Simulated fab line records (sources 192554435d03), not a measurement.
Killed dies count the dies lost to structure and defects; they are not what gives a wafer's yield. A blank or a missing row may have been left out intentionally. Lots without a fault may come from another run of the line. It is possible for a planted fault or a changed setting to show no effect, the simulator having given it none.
Matching of chambers ; flow n5 finfet ; N5_BEOL_M14_ETCH_68 on rie diel-03: 4 sister chambers
The step etches SOC in N2/H2, time 450 s. 20 wafers are shown with their chamber, then 10 later ones without.

## WAFERS WITH THEIR CHAMBER
wafer;chamber;showerhead plenum p Torr (Torr);throttle valve pct (%);drypump motor current A (A)
L077.2;3;2.40;17.6;5.68
L077.3;1;2.42;18.0;5.77
L077.5;1;2.42;18.0;5.78
L078.2;1;2.41;18.0;5.78
L078.4;3;2.40;17.6;5.67
L078.5;1;2.41;18.0;5.80
L082.3;1;2.41;18.0;5.77
L082.4;0;2.47;17.3;5.52
L082.6;1;2.41;18.0;5.79
L086.2;0;2.47;17.3;5.51
L086.3;1;2.41;18.0;5.77
L086.4;0;2.47;17.3;5.53
L085.2;2;2.60;17.5;5.95
L085.3;0;2.46;17.3;5.53
L085.4;2;2.60;17.5;5.96
L091.3;1;2.40;18.0;5.78
L091.4;2;2.60;17.5;5.98
L091.5;0;2.46;17.4;5.50
L096.1;2;2.60;17.5;5.98
L096.2;1;2.40;18.0;5.78

SIGNATURES (averages over the wafers above)
reading;chamber 0;chamber 1;chamber 2;chamber 3;scatter within a chamber
showerhead plenum p Torr;2.4660;2.4100;2.6000;2.4000;0.0057
throttle valve pct;17.320;18.000;17.500;17.600;0.0224
drypump motor current A;5.5180;5.7800;5.9675;5.6750;0.0117
Rule: a wafer's distance from a chamber is the root of the sum, over the readings, of the square of ((its reading less the chamber's mean) divided by the reading's scatter). If the next closest chamber is less than 2 further off than the closest, the wafer can't be placed; otherwise it belongs to the closest. The scatter: take each reading less its chamber's mean, square it, sum over the shown wafers, divide by the number of wafers less the number of chambers, and take the root.

## WAFERS MISSING THEIR CHAMBER
wafer;showerhead plenum p Torr (Torr);throttle valve pct (%);drypump motor current A (A)
L096.5;2.40;18.0;5.79
L092.2;2.46;17.4;5.54
L092.3;2.40;18.0;5.77
L092.5;2.40;18.1;5.76
L094.2;2.40;18.1;5.78
L094.3;2.46;17.4;5.50
L094.4;2.38;17.7;5.66
L095.1;2.59;17.5;5.96
L095.2;2.45;17.4;5.52
L095.6;2.45;17.4;5.52

## CHAMBER TAKEN BY EACH
wafer;from the rows above;in truth
L096.5;1;1
L092.2;0;0
L092.3;1;1
L092.5;1;1
L094.2;1;1
L094.3;0;0
L094.4;3;3
L095.1;2;2
L095.2;0;0
L095.6;0;0
10 of 10 placed correctly. Not placeable from these rows: 0. Placed wrongly: 0.
